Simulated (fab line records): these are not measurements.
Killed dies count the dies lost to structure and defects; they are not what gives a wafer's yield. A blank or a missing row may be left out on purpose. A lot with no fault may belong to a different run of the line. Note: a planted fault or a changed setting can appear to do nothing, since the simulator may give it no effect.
Which tool did it? / flow n5Finfet / 12 lots, 36 wafers sampled, at 1 step of a route of 1938

== WHAT EACH GAUGE READ, for each wafer ==
N5_SDB_CD_MEAS_11: the cd target is 50 nm.
lot=L075; measured=day 4 08:33; on=cdSem-01; cdNm (nm)=48.3 49.1 47.5
lot=L078; measured=day 4 16:33; on=cdSem-02; cdNm (nm)=47.8 48.3 48.2
lot=L080; measured=day 5 06:35; on=cdSem-01; cdNm (nm)=49.2 48.0 48.0
lot=L081; measured=day 5 12:43; on=cdSem-03; cdNm (nm)=50.5 50.4 51.7
lot=L083; measured=day 5 21:32; on=cdSem-03; cdNm (nm)=48.8 48.3 49.1
lot=L085; measured=day 6 13:59; on=cdSem-03; cdNm (nm)=49.1 47.8 50.0
lot=L087; measured=day 7 00:43; on=cdSem-02; cdNm (nm)=51.0 50.0 48.2
lot=L089; measured=day 7 18:25; on=cdSem-03; cdNm (nm)=50.0 50.8 49.9
lot=L091; measured=day 7 23:20; on=cdSem-01; cdNm (nm)=48.7 50.3 49.4
lot=L093; measured=day 8 16:27; on=cdSem-03; cdNm (nm)=50.6 48.2 50.9
lot=L095; measured=day 9 03:04; on=cdSem-01; cdNm (nm)=50.3 48.4 50.3
lot=L097; measured=day 9 12:30; on=cdSem-02; cdNm (nm)=50.9 48.9 48.8

== TOOL THAT RAN EACH LOT (tool first, then ch and the chambers of the sampled wafers, then the start) ==
No process step before these readings appears in the record.

== THE ANSWER, worked out from the rows above alone ==
Rule: usual is defined by the lots themselves. Put in order of their means at a reading, lots are off if they are a third of the lots or fewer, leave a main group of 4 or more, and stand apart from it by a gap of 3 or more times the standard deviation of the main group's means; of several such gaps the widest counts. The tables above print the reading to a certain number of digits; a main group whose means all agree to those digits is not used. A lot without any number at a reading at which 4 lots or more have one is off too. Any other lot the step has rows for is counted as sound.
Nothing can be told from this: no lot is off at any reading shown.

== WHAT HAD BEEN PUT IN BY THE SIMULATOR ==
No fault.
